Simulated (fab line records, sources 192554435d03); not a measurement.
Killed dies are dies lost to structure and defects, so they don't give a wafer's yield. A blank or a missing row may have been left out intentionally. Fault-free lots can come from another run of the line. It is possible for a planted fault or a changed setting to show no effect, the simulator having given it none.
fab line records | flow n5-finfet
record: lots: 4 | wafers: 12 | last-day: 17
route steps=1938 shown WELL_APT@20 PMOS_HMC_CHANNEL_EPI@57 BEOL_M4@1111
lots that met no fault: from a run of the same line without faults
start-h: start of the lot's first displayed wafer, in hours after the record's first day | wait-h: hours from the lot's prior step to this one | " unchanged from the row above | L1.1+2: several wafers, shown together as one row | - no value present, or no start provided | * or withheld: withheld | < > ~ a bound
route shown NAME@n: names a module that has steps shown in the file, with the first one's number in the route | usual: mean/standard deviation of fault-free wafers | same: alike in all rows | chamber/n: place in a boat | sites: per-site readings | _std_site: how widely they spread, as a standard deviation | _edge_site: outer sites' mean less inner sites' | radius-mm: how far each site lies from the wafer's centre | mask NAME#n: copy n | behind: tool/chamber where the wafer was last shaped | hold: the reason the lot was held/the length of the hold in hours/how it ended | device: which transistor (n, p or np) failed to switch | end of line: the same wafers' tests at the end of the route | step lacking rows: just its recipe | killed: dies that structure and defects cost at the first sort, which is not the same as the wafer's yield | map: a wafer's dies, marking killed ones x, the rest . and places with no die _
set.NAME: the setting the step ran with; set.NAME@STEP: the setting that earlier step ran with | model.NAME: the simulator's own value behind a step, which no gauge read
lots at some steps of the route; a table a step, a row a wafer
services: a tool's chamber out of use, with start hour (start-h, from the record's first day; less than 0 if before it), hours out, and reason
== steps ==
step: N5_WELL_APT_HMDS_01
recipe: time-s: 60 | temp-c: 120
step: N5_WELL_APT_COAT_02
recipe: spin-rpm: 1357 | resist-thk-nm: 950
step: N5_WELL_APT_EBR_04
recipe: solvent: PGMEA | ebr-width-mm: 1.5
step: N5_WELL_APT_SOFTBAKE_03
recipe: temp-c: 130 | time-s: 60
step: N5_WELL_APT_EXPOSE_05
recipe: mask-id: NWELL | na: 0.8 | source-shape: conventional | sigma-outer: 0.8 | polarization: unpolarized | defocus-nm: 0 | target-cd-nm: 200 | dose-mj: 20.3
step: N5_WELL_APT_PEB_06
recipe: peb-temp-c: 130 | peb-time-s: 90
step: N5_WELL_APT_DEVELOP_07
recipe: develop-time-s: 45 | rinse-liquid: surfactant-rinse | dry: air-spin | dev-temp-c: 21
step: N5_WELL_APT_HARDBAKE_12
recipe: temp-c: 130 | time-s: 120
step: N5_WELL_APT_DESCUM_13
recipe: chemistry: O2 | time-s: 7.9 | source-power-w: 50 | bias-power-w: 20 | pressure-mtorr: 20 | rf-frequency-hz: 2.712e+07 | temp-c: 40 | o2-flow-sccm: 225
step: N5_WELL_APT_IMPLANT_14
recipe: species: P | energy-kev: 160 | dose-cm2: 1.5e+13 | tilt-deg: 0 | rotation-deg: 0
usual: beam-on-s: 10.02/0.23 | dose-ions-cm2: 1.4999e+13/1.5e+10 | faraday-current-uA: 190/4.2
lot.wafer | tool         | chamber | start-h | wait-h | beam-on-s | dose-ions-cm2 | faraday-current-uA
L628.1    | implanter-01 | 0       | 32.18   | 0.1    | 10.27     | 1.5011e+13    | 185
L628.4    | "            | 0       | "       | "      | 9.79      | 1.4993e+13    | 194
L628.5    | "            | 0       | "       | "      | 10.31     | 1.5009e+13    | 185
L632.1    | implanter-01 | 0       | 56.10   | 0.1    | 9.61      | 8.764e+12     | 115
L632.2    | "            | 0       | "       | "      | 10.03     | 8.741e+12     | 111
L632.6    | "            | 0       | "       | "      | 9.84      | 8.74e+12      | 112
L634.1    | implanter-01 | 0       | 68.29   | 0.1    | 10.04     | 8.738e+12     | 110
L634.2    | "            | 0       | "       | "      | 9.90      | 8.739e+12     | 112
L634.3    | "            | 0       | "       | "      | 9.73      | 8.736e+12     | 114
L647.1    | implanter-02 | 0       | 145.88  | 0.1    | 10.06     | 1.4986e+13    | 189
L647.2    | "            | 0       | "       | "      | 9.89      | 1.4993e+13    | 193
L647.4    | "            | 0       | "       | "      | 10.40     | 1.5002e+13    | 184
step: N5_WELL_APT_IMPLANT_15
recipe: species: As | energy-kev: 25 | dose-cm2: 1.5e+13 | tilt-deg: 0 | rotation-deg: 0
step: N5_WELL_APT_STRIP_16
recipe: chemistry: SPM | time-s: 900 | temp-c: 130 | h2so4-h2o2-vol-ratio: 4 | dry: ipa-marangoni
step: N5_WELL_APT_HMDS_18
recipe: time-s: 60 | temp-c: 120
step: N5_WELL_APT_COAT_19
recipe: spin-rpm: 1357 | resist-thk-nm: 950
step: N5_WELL_APT_EBR_21
recipe: solvent: PGMEA | ebr-width-mm: 1.5
step: N5_WELL_APT_SOFTBAKE_20
recipe: temp-c: 130 | time-s: 60
step: N5_WELL_APT_EXPOSE_22
recipe: mask-id: PWELL | na: 0.8 | source-shape: conventional | sigma-outer: 0.8 | polarization: unpolarized | defocus-nm: 0 | target-cd-nm: 200 | dose-mj: 23.2
step: N5_WELL_APT_PEB_23
recipe: peb-temp-c: 130 | peb-time-s: 90
step: N5_WELL_APT_DEVELOP_24
recipe: develop-time-s: 45 | rinse-liquid: surfactant-rinse | dry: air-spin | dev-temp-c: 21
step: N5_WELL_APT_HARDBAKE_29
recipe: temp-c: 130 | time-s: 120
step: N5_WELL_APT_DESCUM_30
recipe: chemistry: O2 | time-s: 7.9 | source-power-w: 50 | bias-power-w: 20 | pressure-mtorr: 20 | rf-frequency-hz: 2.712e+07 | temp-c: 40 | o2-flow-sccm: 225
step: N5_WELL_APT_IMPLANT_31
recipe: species: B | energy-kev: 60 | dose-cm2: 1.5e+13 | tilt-deg: 0 | rotation-deg: 0
step: N5_WELL_APT_IMPLANT_32
recipe: species: BF2 | energy-kev: 50 | dose-cm2: 2e+13 | tilt-deg: 0 | rotation-deg: 0
step: N5_WELL_APT_STRIP_33
recipe: chemistry: SPM | time-s: 900 | temp-c: 130 | h2so4-h2o2-vol-ratio: 4 | dry: ipa-marangoni
step: N5_WELL_APT_RTA_34
recipe: temp-c: 1000 | time-s: 10 | ambient: N2 | idle-temp-c: 600 | ramp-up-c-per-s: 150 | ramp-down-c-per-s: 60 | cool-to-c: 600
step: N5_WELL_APT_OXIDE_STRIP_42
recipe: chemistry: dHF | dilution: 25:1 | time-s: 45 | temp-c: 25 | target: SiO2 | target-depth-a: 120
step: N5_WELL_APT_PRECLEAN_36
recipe: chemistry: O3/DIW | time-s: 45 | temp-c: 22 | o3-ppm: 10
step: N5_WELL_APT_PRECLEAN_39
recipe: chemistry: dHF | time-s: 60 | dilution: 150:1 | temp-c: 25
step: N5_WELL_APT_SRD_37
recipe: dry: ipa-marangoni | do-ppb: 5 | time-s: 30 | temp-c: 23 | rinse-liquid: diw
step: N5_WELL_APT_EPI_41
recipe: material: Si | target-thk-a: 500 | temp-c: 650 | precursor: SiH4/H2 | pressure-torr: 20 | time-s: 297.7
step: N5_PMOS_HMC_CHANNEL_EPI_HM_DEP_34
recipe: material: SiO2 | target-thk-a: 360 | temp-c: 400 | precursor: TEOS/O2 | pressure-torr: 6.5 | rf-w: 900 | teos-flow-sccm: 161.4 | gas: O2 | flow-sccm: 2650 | time-s: 6.9
step: N5_PMOS_HMC_CHANNEL_EPI_COAT_31
recipe: resist: BARC | temp-c: 205 | time-s: 60 | spin-rpm: 1500 | resist-thk-nm: 66
step: N5_PMOS_HMC_CHANNEL_EPI_COAT_03
recipe: resist: CAR-ArF-block | spin-rpm: 1500 | resist-thk-nm: 205
step: N5_PMOS_HMC_CHANNEL_EPI_EBR_05
recipe: solvent: PGMEA | ebr-width-mm: 1.5
step: N5_PMOS_HMC_CHANNEL_EPI_SOFTBAKE_04
recipe: temp-c: 110 | time-s: 60 | resist: CAR-ArF-block
step: N5_BEOL_M4_RC_MEAS_101
usual: DIBL_N: 36.3/1.6 | DIBL_P: 36.2/2 | IOFF_N: 0.160/0.028 | IOFF_P: 0.21/0.036 | ION_N: 677/11 | ION_P: 465/6.9 | RS_NWELL: 1038/6.2 | SS_N: 71.5/0.55 | SS_P: 73.3/0.64 | VT_N: 250/3 | VT_P: -250/3.5
lot.wafer | tool      | chamber | start-h | wait-h | DIBL_N[mV/V] | DIBL_P[mV/V] | IOFF_N[nA/um] | IOFF_P[nA/um] | ION_N[uA/um] | ION_P[uA/um] | RS_NWELL[ohm/sq] | SS_N[mV/dec] | SS_P[mV/dec] | VT_N[mV] | VT_P[mV]
L628.1    | prober-01 | 0       | 193.36  | 0.0    | 37.1         | 35.3         | 0.159         | 0.23          | 689          | 486          | 1034             | 71.8         | 72.2         | 246      | -245
L628.4    | "         | 0       | "       | "      | 35.4         | 34.0         | 0.129         | 0.21          | 667          | 468          | 1045             | 71.3         | 72.1         | 249      | -247
L628.5    | "         | 0       | "       | "      | 35.2         | 33.4         | 0.137         | 0.21          | 682          | 480          | 1049             | 70.3         | 72.2         | 250      | -247
L632.1    | prober-01 | 0       | 209.38  | 0.0    | 34.4         | 35.6         | 0.137         | 0.18          | 665          | 458          | 1403             | 71.1         | 73.2         | 252      | -253
L632.2    | "         | 0       | "       | "      | 36.5         | 37.3         | 0.181         | 0.21          | 681          | 461          | 1409             | 71.5         | 73.4         | 246      | -250
L632.6    | "         | 0       | "       | "      | 34.7         | 35.1         | 0.145         | 0.18          | 668          | 458          | 1392             | 71.2         | 72.6         | 249      | -251
L634.1    | prober-01 | 0       | 230.68  | 0.0    | 36.1         | 37.4         | 0.149         | 0.25          | 661          | 461          | 1381             | 72.0         | 73.7         | 252      | -247
L634.2    | "         | 0       | "       | "      | 36.0         | 36.1         | 0.145         | 0.22          | 676          | 469          | 1406             | 71.0         | 72.5         | 251      | -249
L634.3    | "         | 0       | "       | "      | 39.1         | 41.1         | 0.211         | 0.32          | 675          | 471          | 1398             | 72.6         | 74.5         | 245      | -241
L647.1    | prober-01 | 0       | 305.74  | 0.0    | 36.5         | 35.4         | 0.156         | 0.21          | 681          | 467          | 1035             | 71.1         | 73.1         | 248      | -250
L647.2    | "         | 0       | "       | "      | 37.6         | 36.3         | 0.190         | 0.23          | 700          | 480          | 1047             | 71.7         | 73.4         | 246      | -249
L647.4    | "         | 0       | "       | "      | 38.0         | 37.8         | 0.199         | 0.25          | 698          | 476          | 1040             | 72.2         | 74.3         | 245      | -248
== services ==
tool         | chamber | start-h | hours | kind
implanter-01 | -       | 32.78   | 0.7   | repair
implanter-01 | -       | 121.97  | 5.5   | pm
implanter-01 | -       | 129.35  | 6.7   | repair
== key ==
first-sign: step: N5_WELL_APT_IMPLANT_14 | reading: dose-ions-cm2 | direction: down | sigmas: 99+ | usual: 1.4999e+13 | struck: 8.743e+12
effect: step: N5_WELL_APT_IMPLANT_14 | reading: faraday-current-uA | direction: down | sigmas: 19 | usual: 190 | struck: 113
effect: step: N5_BEOL_M4_RC_MEAS_101 | reading: RS_NWELL | direction: up | sigmas: 58 | usual: 1038 | struck: 1398
met-at N5_WELL_APT_IMPLANT_14
struck-wafers L632.1,L632.2,L632.6,L634.1,L634.2,L634.3
baseline-loss: step: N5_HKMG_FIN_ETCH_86 | wafers: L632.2
onset-between 32.18 56.10
fault: kind: process-parameter-drift | tool: implanter-01 | chamber: - | onset-h: 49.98 | steps: N5_WELL_APT_IMPLANT_14 | channel: dose-cm2 | offset: -6.2401e+12 | shape: step | end-h: 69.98 | acts-in: these-recipes-only | stated: 1.5e+13
baseline-loss: these wafers lose ten dies or more at that step, a loss of the line's own and not of a fault; the sort's usual values leave them out
